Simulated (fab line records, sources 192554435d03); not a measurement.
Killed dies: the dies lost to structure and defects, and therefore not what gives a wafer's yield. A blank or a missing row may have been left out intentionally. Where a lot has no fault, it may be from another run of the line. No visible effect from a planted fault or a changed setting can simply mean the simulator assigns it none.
Matching of chambers + flow n5 finfet + N5_BEOL_M4_ETCH_69 on rie diel-02: 4 sister chambers
The step etches SiARC in CF4, target depth 15.6 nm, time 26 s. 14 wafers are shown with their chamber, then 7 later ones without.

== EACH WAFER AND ITS CHAMBER ==
| wafer  | chamber | drypump motor current A (A) | showerhead plenum p Torr (Torr) | oes product au (a.u.) |
|--------|---------|-----------------------------|---------------------------------|-----------------------|
| L074.1 | 0       | 5.5                         | 2.28                            | 0.78                  |
| L074.4 | 2       | 5.7                         | 2.20                            | 0.80                  |
| L074.6 | 1       | 6.3                         | 2.08                            | 0.68                  |
| L076.1 | 3       | 6.1                         | 2.11                            | 0.85                  |
| L076.3 | 2       | 5.8                         | 2.20                            | 0.77                  |
| L076.5 | 0       | 5.5                         | 2.28                            | 0.77                  |
| L077.2 | 3       | 6.1                         | 2.11                            | 0.85                  |
| L077.3 | 2       | 5.8                         | 2.20                            | 0.78                  |
| L077.4 | 1       | 6.3                         | 2.08                            | 0.67                  |
| L086.3 | 2       | 5.8                         | 2.19                            | 0.74                  |
| L086.4 | 3       | 6.1                         | 2.10                            | 0.79                  |
| L086.6 | 2       | 5.8                         | 2.19                            | 0.73                  |
| L087.1 | 3       | 6.1                         | 2.10                            | 0.79                  |
| L087.2 | 2       | 5.8                         | 2.19                            | 0.73                  |

SIGNATURES, as means of the wafers listed above
| reading                  | chamber 0 | chamber 1 | chamber 2 | chamber 3 | scatter within a chamber |
|--------------------------|-----------|-----------|-----------|-----------|--------------------------|
| drypump motor current A  | 5.500     | 6.300     | 5.783     | 6.100     | 0.0289                   |
| showerhead plenum p Torr | 2.2800    | 2.0800    | 2.1950    | 2.1050    | 0.005                    |
| oes product au           | 0.7750    | 0.6750    | 0.7583    | 0.8200    | 0.0283                   |
Rule: a wafer's distance from a chamber is the root of the sum, over the readings, of the square of ((its reading less the chamber's mean) divided by the reading's scatter). The wafer belongs to the nearest chamber; if the next one is less than 2 further off, it can't be placed. The scatter is the square root of a quotient: the sum, over the shown wafers, of each reading's squared deviation from its chamber's mean, divided by wafers minus chambers.

== WAFERS WHOSE CHAMBER IS MISSING ==
| wafer  | drypump motor current A (A) | showerhead plenum p Torr (Torr) | oes product au (a.u.) |
|--------|-----------------------------|---------------------------------|-----------------------|
| L087.5 | 5.5                         | 2.27                            | 0.74                  |
| L093.1 | 5.8                         | 2.18                            | 0.73                  |
| L093.3 | 6.3                         | 2.06                            | 0.64                  |
| L093.4 | 5.5                         | 2.27                            | 0.73                  |
| L094.2 | 6.3                         | 2.06                            | 0.63                  |
| L094.3 | 6.1                         | 2.09                            | 0.75                  |
| L094.6 | 5.5                         | 2.26                            | 0.71                  |

== WHICH CHAMBER EACH WENT THROUGH ==
| wafer  | from the rows above | in truth |
|--------|---------------------|----------|
| L087.5 | 0                   | 0        |
| L093.1 | 2                   | 2        |
| L093.3 | 1                   | 1        |
| L093.4 | 0                   | 0        |
| L094.2 | 1                   | 1        |
| L094.3 | 3                   | 3        |
| L094.6 | 0                   | 0        |
7 of 7 placed correctly. Not placeable from these rows: 0. Wrongly placed: 0.
